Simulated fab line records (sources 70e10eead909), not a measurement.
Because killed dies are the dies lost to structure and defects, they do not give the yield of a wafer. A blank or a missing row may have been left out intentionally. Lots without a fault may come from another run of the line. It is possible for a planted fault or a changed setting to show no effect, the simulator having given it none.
A lot that was struck, set against a sound lot	flow nand_harc	14 out of 1302 route steps
Sound: wafers L893.1, L893.5, L893.6. Struck: wafer L914.1 (L914.3, L914.6, from the same lot, were not struck and are left out); the cause is given at the end.
Order at every step that has rows: each side's tool, ch and its chambers, its first start. Under that, the readings that differ: sound wafers	struck wafers	difference of the means	sigmas: that difference in standard deviations of wafers without a fault.
alike: words and numbers the same on both sides, and readings whose means are apart by under 2 such deviations; not compared: readings that were withheld, readings missing a value for some wafer, numbers with overlapping values and no deviation given by the record, and bounds like >300 which may hide the same value.
A row with sigmas, a row that says differs or no value, or rows on one side alone: a step with any of these is where the two part. Non-overlapping numbers with no deviation appear without sigmas and do not part them. A reading missing from all wafers of one side parts the sides only when that side holds two or more wafers.

first, 4 steps without rows for these wafers: NHARC_P_BONDPAD_EBR_05; NHARC_P_BONDPAD_EXPOSE_06 (exposes mask P BPAD); NHARC_P_BONDPAD_PEB_07 (peb time 80 s); NHARC_P_BONDPAD_DEVELOP_08 (time 50 s).
NHARC_P_BONDPAD_CD_MEAS_09: the cd target is 500 nm.
  sound on cd_sem-02 ch 0, day 7 04:15; struck on cd_sem-03 ch 0, day 14 22:53
  alike: cd_nm
NHARC_P_BONDPAD_OVL_MEAS_38:
  sound on overlay-02, day 7 04:20; struck on overlay-01, day 14 22:59
  alike: overlay_x_nm, overlay_y_nm
then, 1 step without rows for these wafers: NHARC_P_BONDPAD_HARDBAKE_10 (time 65 s).
NHARC_P_BONDPAD_DESCUM_11: chemistry O2, time 3 s.
  sound on rie_diel-10 ch 1,2, day 7 04:28; struck on rie_diel-10 ch 2, day 14 23:06
  alike: drypump_motor_current_A, oes_product_au, rf_vpp_V, showerhead_plenum_p_Torr, throttle_valve_pct
  not compared: rf_hours_counter_h
NHARC_P_BONDPAD_ETCH_37: etches the open film in N2/H2, target depth 60 nm, overetch 18 nm, time 65.91 s.
  sound on rie_diel-10 ch 2,3, day 7 04:33; struck on rie_diel-10 ch 1, day 14 23:11
  alike: drypump_motor_current_A, oes_product_au, rf_vpp_V, showerhead_plenum_p_Torr, throttle_valve_pct
  not compared: rf_hours_counter_h
NHARC_P_BONDPAD_ETCH_12: etches the open film in CHF3/O2, target depth 200 nm, time 100 s.
  sound on rie_diel-10 ch 0,3; struck on rie_diel-10 ch 2
  alike: drypump_motor_current_A, oes_product_au, rf_vpp_V, showerhead_plenum_p_Torr, throttle_valve_pct
  not compared: rf_hours_counter_h
NHARC_P_BONDPAD_CD_MEAS_13:
  sound on cd_sem-03, day 7 04:47; struck on cd_sem-02, day 14 23:25
  alike: cd_nm
NHARC_P_BONDPAD_STRIP_15: strips in O2.
  sound on rie_diel-10 ch 0,1,2, day 7 04:53; struck on rie_diel-09 ch 1, day 14 23:31
  alike: drypump_motor_current_A, oes_product_au, rf_vpp_V, showerhead_plenum_p_Torr, throttle_valve_pct
  not compared: rf_hours_counter_h
NHARC_P_BONDPAD_ETCH_24: etches the open film in CF4/N2, target depth 30 nm, time 72.99 s.
  sound on rie_diel-10 ch 0,2,3, day 7 05:01; struck on rie_diel-09 ch 2, day 14 23:39
reading	sound	struck	difference	sigmas
oes_product_au (a.u.)	0.999 0.996 1.003	0.811	-0.188	-24
rf_vpp_V (V)	317.1 310.3 311.3	319.0	+6.1	+3
showerhead_plenum_p_Torr (Torr)	2.75 2.50 2.50	2.83	+0.25	+2
  alike: drypump_motor_current_A, throttle_valve_pct
  not compared: rf_hours_counter_h
then, 1 step without rows for these wafers: NHARC_P_BONDPAD_STRIP_16 (strips in post etch residue remover, time 600 s).

== WHERE THEY PART ==
NHARC_P_BONDPAD_ETCH_24 only, going by this record.

WHY: what the simulator had put in
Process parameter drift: rie_diel-09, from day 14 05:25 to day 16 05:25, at NHARC_P_BONDPAD_ETCH_24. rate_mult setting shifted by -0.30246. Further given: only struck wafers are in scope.
